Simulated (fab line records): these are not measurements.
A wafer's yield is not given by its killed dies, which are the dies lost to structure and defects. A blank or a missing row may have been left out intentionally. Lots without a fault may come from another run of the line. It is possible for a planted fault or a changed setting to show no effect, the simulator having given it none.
The tool behind it: which one? | flow n5-finfet | 23 wafers from 8 lots sampled at 4 of the route's 1938 steps

## WHAT THE GAUGES SHOWED, per wafer
N5_BEOL_M9_OCD_MEAS_38.
lot  | measured     | on     | trench-depth-nm (nm)
L557 | day 10 04:54 | ocd-01 | 151 151 147
L564 | day 11 17:47 | ocd-01 | 151 148 160
L563 | day 11 23:25 | ocd-01 | 152 159 147
L574 | day 14 05:25 | ocd-01 | 173 164 172
L573 | day 14 13:54 | ocd-02 | 165 162 162
L576 | day 14 16:07 | ocd-01 | 151 150 148
L575 | day 14 16:17 | ocd-02 | 147 152
L577 | day 15 02:10 | ocd-01 | 147 144 145

## WHICH TOOL RAN EACH LOT (tool, then ch and the chambers of the sampled wafers, then the start)
lot  | N5_BEOL_M9_ETCH_76                 | N5_BEOL_M9_TRENCH_ETCH_37          | N5_BEOL_M9_STRIP_80
L557 | rie-diel-05 ch 2,3, day 10 04:29   | rie-diel-05 ch 2,3, day 10 04:44   | rie-diel-05 ch 2,3, day 10 04:54 or earlier
L564 | rie-diel-01 ch 0,1,2, day 11 17:22 | rie-diel-01 ch 0,1,2, day 11 17:37 | rie-diel-01 ch 0,1,2, day 11 17:47 or earlier
L563 | rie-diel-01 ch 0,1,2, day 11 23:00 | rie-diel-01 ch 0,1,2, day 11 23:15 | rie-diel-01 ch 0,1,2, day 11 23:25 or earlier
L574 | rie-diel-01 ch 0,3, day 14 04:59   | rie-diel-01 ch 0,3, day 14 05:14   | rie-diel-01 ch 0,3, day 14 05:25 or earlier
L573 | rie-diel-01 ch 1,3, day 14 13:28   | rie-diel-01 ch 1,3, day 14 13:43   | rie-diel-01 ch 1,3, day 14 13:54 or earlier
L576 | rie-diel-05 ch 1,2,3, day 14 15:41 | rie-diel-05 ch 1,2,3, day 14 15:56 | rie-diel-05 ch 1,2,3, day 14 16:07 or earlier
L575 | rie-diel-03 ch 0,1, day 14 15:52   | rie-diel-03 ch 0,1, day 14 16:07   | rie-diel-03 ch 0,1, day 14 16:17 or earlier
L577 | rie-diel-05 ch 0,3, day 15 01:45   | rie-diel-05 ch 0,3, day 15 01:59   | rie-diel-05 ch 0,3, day 15 02:10 or earlier
- N5_BEOL_M9_ETCH_76: etches underlayer in N2/H2, target depth 6.5 nm, time 5.2 s.
- N5_BEOL_M9_TRENCH_ETCH_37: etches SiCOH lowk in C4F6/O2, target depth 151.43 nm, time 49 s.
- N5_BEOL_M9_STRIP_80: strips in N2/H2, time 10 s.

## THE ANSWER, worked out from the rows above alone
Rule: what is usual is taken from the lots themselves. Put in order of their means at a reading, lots are off if they are a third of the lots or fewer, leave a main group of 4 or more, and stand apart from it by a gap of 3 or more times the standard deviation of the main group's means; of several such gaps the widest counts. The tables above print the reading to a certain number of digits; a main group whose means all agree to those digits is not used. A lot without any number at a reading at which 4 lots or more have one is off too. All remaining lots with rows at the step are treated as sound.
Off: L574, L573, at N5_BEOL_M9_OCD_MEAS_38 (trench-depth-nm). The main group has a mean of 150 nm with a standard deviation of 2.5.
If a tool, at a process step before that reading, ran all the lots that are off and no sound lot after the first of them, it fits. Gauges at N5_BEOL_M9_OCD_MEAS_38: tried the same way as those tools. With no start given for some of its lots, N5_BEOL_M9_STRIP_80 uses the hours and lot order of N5_BEOL_M9_OCD_MEAS_38. One candidate fits, namely rie-diel-01 at N5_BEOL_M9_ETCH_76 and N5_BEOL_M9_TRENCH_ETCH_37 and N5_BEOL_M9_STRIP_80. At N5_BEOL_M9_ETCH_76 its last sound lot is L563 (day 11 23:00), its first lot that is off L574 (day 14 04:59): a fault that began between those two fits.

## WHAT WAS PUT IN BY THE SIMULATOR
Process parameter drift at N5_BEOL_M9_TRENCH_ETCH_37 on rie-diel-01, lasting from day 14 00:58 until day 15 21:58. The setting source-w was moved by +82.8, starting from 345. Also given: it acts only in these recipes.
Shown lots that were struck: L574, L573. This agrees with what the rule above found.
